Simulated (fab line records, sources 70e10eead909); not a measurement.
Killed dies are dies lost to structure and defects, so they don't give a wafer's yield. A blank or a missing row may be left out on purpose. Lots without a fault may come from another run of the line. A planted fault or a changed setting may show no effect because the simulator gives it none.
Chamber matching | flow nand_harc | NHARC_A_STAIRCASE_ETCHBACK_157 on rie_diel-06: 4 sister chambers
The step etches the open film in CH3F/O2, target depth 90 nm, time 167.14 s. 18 wafers are shown with their chamber, then 9 later ones without.

WAFERS WITH THEIR CHAMBER
wafer  | chamber | drypump_motor_current_A (A) | showerhead_plenum_p_Torr (Torr) | rf_vpp_V (V)
L077.2 | 0       | 4.8                         | 2.33                            | 242.8
L077.3 | 3       | 6.7                         | 2.39                            | 245.0
L077.4 | 2       | 6.3                         | 2.52                            | 246.3
L085.1 | 2       | 6.3                         | 2.51                            | 246.0
L085.4 | 3       | 6.7                         | 2.38                            | 244.4
L085.6 | 0       | 4.8                         | 2.32                            | 241.7
L084.1 | 0       | 4.8                         | 2.32                            | 241.9
L084.2 | 1       | 6.0                         | 2.63                            | 246.8
L084.6 | 0       | 4.8                         | 2.32                            | 241.5
L083.2 | 1       | 5.9                         | 2.63                            | 246.1
L083.3 | 3       | 6.7                         | 2.38                            | 242.6
L083.4 | 2       | 6.3                         | 2.51                            | 244.7
L087.1 | 1       | 5.9                         | 2.63                            | 247.4
L087.2 | 2       | 6.3                         | 2.51                            | 245.8
L087.3 | 3       | 6.7                         | 2.38                            | 242.7
L090.2 | 2       | 6.3                         | 2.50                            | 246.3
L090.3 | 3       | 6.7                         | 2.38                            | 242.9
L090.6 | 0       | 4.8                         | 2.31                            | 241.9

SIGNATURES (means of the wafers above)
reading                  | chamber 0 | chamber 1 | chamber 2 | chamber 3 | scatter within a chamber
drypump_motor_current_A  | 4.800     | 5.933     | 6.300     | 6.700     | 0.0218
showerhead_plenum_p_Torr | 2.3200    | 2.6300    | 2.5100    | 2.3820    | 0.00586
rf_vpp_V                 | 241.960   | 246.767   | 245.820   | 243.520   | 0.777
Rule: a wafer's distance from a chamber is the root of the sum, over the readings, of the square of ((its reading less the chamber's mean) divided by the reading's scatter). The wafer belongs to the nearest chamber; if the next one is less than 2 further off, it can't be placed. The scatter: the root of (the sum of the squares of (reading less its chamber's mean) over the shown wafers, divided by (wafers less chambers)).

WAFERS WITHOUT THEIR CHAMBER
wafer  | drypump_motor_current_A (A) | showerhead_plenum_p_Torr (Torr) | rf_vpp_V (V)
L092.2 | 6.7                         | 2.37                            | 242.8
L092.3 | 5.9                         | 2.62                            | 247.2
L092.4 | 6.3                         | 2.50                            | 245.8
L091.1 | 5.9                         | 2.62                            | 245.1
L091.4 | 6.3                         | 2.50                            | 244.4
L091.5 | 6.3                         | 2.50                            | 243.8
L096.1 | 6.3                         | 2.49                            | 244.3
L096.5 | 6.7                         | 2.37                            | 243.1
L096.6 | 6.3                         | 2.49                            | 245.4

WHICH CHAMBER EACH WENT THROUGH
wafer  | from the rows above | in truth
L092.2 | 3                   | 3
L092.3 | 1                   | 1
L092.4 | 2                   | 2
L091.1 | 1                   | 1
L091.4 | 2                   | 2
L091.5 | 2                   | 2
L096.1 | 2                   | 2
L096.5 | 3                   | 3
L096.6 | 2                   | 2
Placed correctly: 9 of 9. Can't be placed from these rows: 0. Placed wrongly: 0.
